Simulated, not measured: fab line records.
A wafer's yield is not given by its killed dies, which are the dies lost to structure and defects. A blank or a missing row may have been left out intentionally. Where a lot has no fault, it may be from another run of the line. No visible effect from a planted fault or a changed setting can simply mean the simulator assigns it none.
Split-lot experiment | flow n5Finfet | route with 1938 steps; 7 lots, 21 wafers read

## THE SPLIT
At N5_BEOL_M6_EXPOSE_08 (exposes mask M6), the setting doseMj was moved away from the recipe's 68.25 on 9 of the 21 wafers read, by -7.2% to +4.4%. The other wafers ran this setting at the recipe's value.

## FROM THE SPLIT TO THE READING: what the file shows between them, 16 steps
- N5_BEOL_M6_PEB_09: peb time 60 s
- N5_BEOL_M6_DEVELOP_10: develop time 30 s
- N5_BEOL_M6_CD_MEAS_11: target cd 38.5 nm
- N5_BEOL_M6_DESCUM_16: chemistry O2, time 7.9 s
- N5_BEOL_M6_ETCH_61: etches SiARC in CF4, target depth 45.5 nm, time 75.8 s
- N5_BEOL_M6_ETCH_62: etches SOC in N2/H2, target depth 110 nm, overetch 22 nm, time 165 s
- N5_BEOL_M6_STRIP_68: strips in N2/H2
- N5_BEOL_M6_STRIP_67: strips in CF4
- N5_BEOL_M6_HM_OPEN_17: chemistry Cl2/BCl3, target TiN, target depth 20 nm, overetch 6 nm
- N5_BEOL_M6_STRIP_19: strips in O2
- N5_BEOL_M6_CD_MEAS_18: pitch 80 nm, target cd 40 nm
- N5_BEOL_M6_VIA_ETCH_34: etches SiCOH lowk in C4F6/O2, target depth 126.3 nm, time 50.9 s (also split here: timeS)
- N5_BEOL_M6_STRIP_76: strips in C4F6/O2
- N5_BEOL_M6_STRIP_36: strips in N2/H2
- N5_BEOL_M6_PRECLEAN_42: cleans in residue remover, time 60 s
- N5_BEOL_M6_SRD_43: time 30 s

## THE READING
cdNm, in nm, at N5_BEOL_M6_CD_MEAS_35 (target cd 40 nm, target cd y 28 nm). Fault-free wafers of this fab line usually give 40.1 nm, standard deviation 0.61 nm.

wafer  | tool, chamber at the split | doseMj as run | against the recipe | cdNm, nm | against lot-mates on the recipe
L076.1 | arfiScanner-01, 0          | 68.25         | recipe             | 40.5     | -
L076.3 | arfiScanner-01, 0          | 68.25         | recipe             | 40.4     | -
L076.4 | arfiScanner-01, 0          | 68.25         | recipe             | 40.9     | -
L086.2 | arfiScanner-01, 0          | 68.25         | recipe             | 40.2     | -
L086.3 | arfiScanner-01, 0          | 66.42         | -2.7%              | 40.1     | -0.1
L086.4 | arfiScanner-01, 0          | 68.25         | recipe             | 40.3     | -
L087.1 | arfiScanner-03, 0          | 68.25         | recipe             | 40.4     | -
L087.2 | arfiScanner-03, 0          | 68.25         | recipe             | 39.9     | -
L087.6 | arfiScanner-03, 0          | 68.25         | recipe             | 41.1     | -
L089.1 | arfiScanner-01, 0          | 65.36         | -4.2%              | 38.4     | -1.2
L089.4 | arfiScanner-01, 0          | 68.25         | recipe             | 39.6     | -
L089.5 | arfiScanner-01, 0          | 65.36         | -4.2%              | 37.8     | -1.8
L092.2 | arfiScanner-02, 0          | 68.25         | recipe             | 40.0     | -
L092.3 | arfiScanner-02, 0          | 63.32         | -7.2%              | 37.3     | -2.7
L092.4 | arfiScanner-02, 0          | 63.32         | -7.2%              | 36.7     | -3.3
L090.2 | arfiScanner-02, 0          | 63.77         | -6.6%              | 36.2     | -2.9
L090.4 | arfiScanner-02, 0          | 63.77         | -6.6%              | 36.3     | -2.8
L090.5 | arfiScanner-02, 0          | 68.25         | recipe             | 39.1     | -
L094.1 | arfiScanner-01, 0          | 71.23         | +4.4%              | 43.7     | +2.2
L094.5 | arfiScanner-01, 0          | 71.23         | +4.4%              | 43.1     | +1.6
L094.6 | arfiScanner-01, 0          | 68.25         | recipe             | 41.5     | -

THE FIT
A straight line over all 21 wafers: cdNm changes by +0.563 nm for each +1% of doseMj; r = +0.95; the points scatter about the line by 0.67 nm.
The same after taking each lot's own level away (the mean of its wafers on the recipe; 21 wafers): +0.414 nm for each +1%; r = +0.97; scatter 0.36 nm.
That fit puts the effect of the largest move of doseMj on the reading at 3 nm.
Measured against the standard deviation above, the lots' own levels, which go from 39.10 to 41.50 nm, span 3.9 times it.
So the lot-to-lot level changes the slope: the two fits differ.
Check: -2.98 nm against its lot-mates is what the line predicts for one of the wafers moved furthest among these (-7.2%) when that wafer is left out of the fit. It came out at -2.7 nm against them.

## OTHER SPLITS APPLIED TO THESE WAFERS
Other splits were also applied to these wafers ahead of the reading. Each is held against what the fit with the lots' levels taken away leaves over:
other split on the same wafers | wafers away from the commonest value | r with cdNm (lot level and that fit taken away)
N5_BEOL_M6_ILD_DEP_00 timeS    | 5                                    | +0.06
N5_BEOL_M6_VIA_ETCH_34 timeS   | 10                                   | +0.09

## THE WHOLE CHAIN: every reading that the file lists as answering this split, in the file's order
step                  | what it does                                                         | reading                                                             | change (the file's fit)               | r (the file's)
N5_BEOL_M6_CD_MEAS_11 | target cd 38.5 nm                                                    | cdNm                                                                | +0.386 nm for each +1% of the setting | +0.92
N5_BEOL_M6_ETCH_61    | etches SiARC in CF4, target depth 45.5 nm, time 75.8 s               | BEOL_M6.cdOffsetNm (the simulator's own value, which no gauge read) | +0.37 nm for each +1% of the setting  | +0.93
N5_BEOL_M6_ETCH_62    | etches SOC in N2/H2, target depth 110 nm, overetch 22 nm, time 165 s | BEOL_M6.cdOffsetNm (the simulator's own value, which no gauge read) | +0.378 nm for each +1% of the setting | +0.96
N5_BEOL_M6_CD_MEAS_18 | pitch 80 nm, target cd 40 nm                                         | cdNm                                                                | +0.405 nm for each +1% of the setting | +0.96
N5_BEOL_M6_CD_MEAS_35 | target cd 40 nm, target cd y 28 nm                                   | cdNm                                                                | +0.397 nm for each +1% of the setting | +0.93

## THE FILE'S OWN FIT
cdNm changes by +0.397 nm for each +1% of doseMj, r = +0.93.
